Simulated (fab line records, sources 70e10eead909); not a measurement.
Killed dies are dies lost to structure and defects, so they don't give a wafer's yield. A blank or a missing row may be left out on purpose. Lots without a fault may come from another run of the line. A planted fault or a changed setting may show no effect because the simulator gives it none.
Tool commonality check | flow nand_harc | 2 lots, 6 wafers sampled

WHY IT WAS OPENED
At NHARC_END_SORT_01 the reading killed_at_periphery is flagged on 2 of 2 lots. Wafers without a fault read 3.5, standard deviation 2.7.
Rule: a lot is flagged when every wafer of it that has a number lies more than 4 standard deviations from that mean, or none has a number. The other lots count as sound.

lot  | measured     | on        | killed_at_periphery, wafer by wafer | flag
L845 | day 27 09:34 | prober-01 | 608 612 628                         | FLAGGED
L848 | day 28 07:12 | prober-01 | 610 637 615                         | FLAGGED
The numbers of the flagged lots are 618.3 on average: +614.8 against the usual, or +99 or more standard deviations.

WHICH TOOL RAN EACH LOT
The record holds 3 process steps before the reading, out of a route of 1302 steps. In each cell: the tool, then ch and the chambers that the sampled wafers went through, then the start.
lot  | flag    | NHARC_P_STI_HM_DEP_30      | NHARC_THIN_TSV_DESCUM_14 | NHARC_THIN_TSV_ETCH_44
L845 | FLAGGED | lpcvd-02 ch 0, day 5 23:38 | no row                   | no row
L848 | FLAGGED | lpcvd-02 ch 0, day 7 04:50 | no row                   | no row
What these steps do:
- NHARC_P_STI_HM_DEP_30: deposits Si3N4, target thk 80 nm, time 873 s.
- NHARC_THIN_TSV_DESCUM_14: chemistry O2, time 3 s.
- NHARC_THIN_TSV_ETCH_44: etches the open film in CF4/O2, target depth 1594.2 nm, time 797.1 s.
- NHARC_END_SORT_01

FLAGGED OVER TOTAL, TOOL BY TOOL (the gauges that took the reading come last)
step                  | tool      | lots run | flagged | share of the flagged lots | sound lots run after its first flagged lot
NHARC_P_STI_HM_DEP_30 | lpcvd-02  | 2        | 2       | all                       | 0
NHARC_END_SORT_01     | prober-01 | 2        | 2       | all                       | 0

WHAT THE TABLE ALLOWS
2 rows of the table ran every flagged lot: lpcvd-02 at NHARC_P_STI_HM_DEP_30, prober-01 at NHARC_END_SORT_01.
- lpcvd-02 at NHARC_P_STI_HM_DEP_30: 2 of its 2 lots flagged. It ran no sound lot before its first flagged lot in this sample, so the start can't be narrowed down.
- prober-01 at NHARC_END_SORT_01: 2 of its 2 lots flagged. It ran no sound lot before its first flagged lot in this sample, so the start can't be narrowed down.
Counting lots can't tell these 2 tools apart, because each fits a fault that began at some hour. More lots, or a look at what each step does to the wafer, might.

WHAT THE SIMULATOR HAD PUT IN
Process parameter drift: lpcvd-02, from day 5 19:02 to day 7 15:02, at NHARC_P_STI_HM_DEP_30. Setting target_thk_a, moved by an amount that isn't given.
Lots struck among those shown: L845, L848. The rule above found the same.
